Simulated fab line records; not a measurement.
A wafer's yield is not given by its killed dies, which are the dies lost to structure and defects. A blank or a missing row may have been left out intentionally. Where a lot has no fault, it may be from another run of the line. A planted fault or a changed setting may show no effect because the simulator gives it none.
Chamber matching	flow n5 finfet	4 sister chambers for N5_FIN_SAQP_SPACER2_ALD_28 on ald sin-02
The step deposits SiO2, target thk 8.1 nm, pulse time 1 s, purge time 2 s. 14 wafers are shown with their chamber, then 7 later ones without.

## WAFERS, EACH WITH ITS CHAMBER
wafer	chamber	heater power w (W)	precursor pulse height rel
L076.3	3	440	1.032
L076.4	2	504	0.983
L076.6	1	442	0.968
L078.1	2	487	0.983
L078.3	0	430	1.019
L078.6	0	439	0.992
L085.2	3	435	1.021
L085.4	1	448	0.976
L085.5	2	506	1.031
L086.2	3	437	0.971
L086.3	1	443	1.033
L086.5	0	426	1.002
L088.1	0	428	1.004
L088.3	2	513	0.967

SIGNATURES (averages over the wafers above)
reading	chamber 0	chamber 1	chamber 2	chamber 3	scatter within a chamber
heater power w	430.75	444.33	502.50	437.33	7.05
precursor pulse height rel	1.00425	0.99233	0.99100	1.00800	0.027
Rule: a wafer's distance from a chamber is the root of the sum, over the readings, of the square of ((its reading less the chamber's mean) divided by the reading's scatter). The wafer belongs to the nearest chamber; if the next one is less than 2 further off, it can't be placed. The scatter: the root of (the sum of the squares of (reading less its chamber's mean) over the shown wafers, divided by (wafers less chambers)).

## WAFERS WHOSE CHAMBER IS MISSING
wafer	heater power w (W)	precursor pulse height rel
L088.5	499	0.967
L094.1	498	0.988
L094.2	438	0.993
L094.3	442	1.016
L097.1	446	1.017
L097.3	509	1.013
L097.5	509	0.978

## WHICH CHAMBER EACH ONE RAN IN
wafer	from the rows above	in truth
L088.5	2	2
L094.1	2	2
L094.2	can't be placed: 3 or 1 or 0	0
L094.3	can't be placed: 3 or 1 or 0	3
L097.1	can't be placed: 1 or 3 or 0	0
L097.3	2	2
L097.5	2	2
4 of 7 placed correctly. Cannot be placed on the basis of these rows: 3; the candidates contain the true chamber in 3. Placed wrongly: 0.
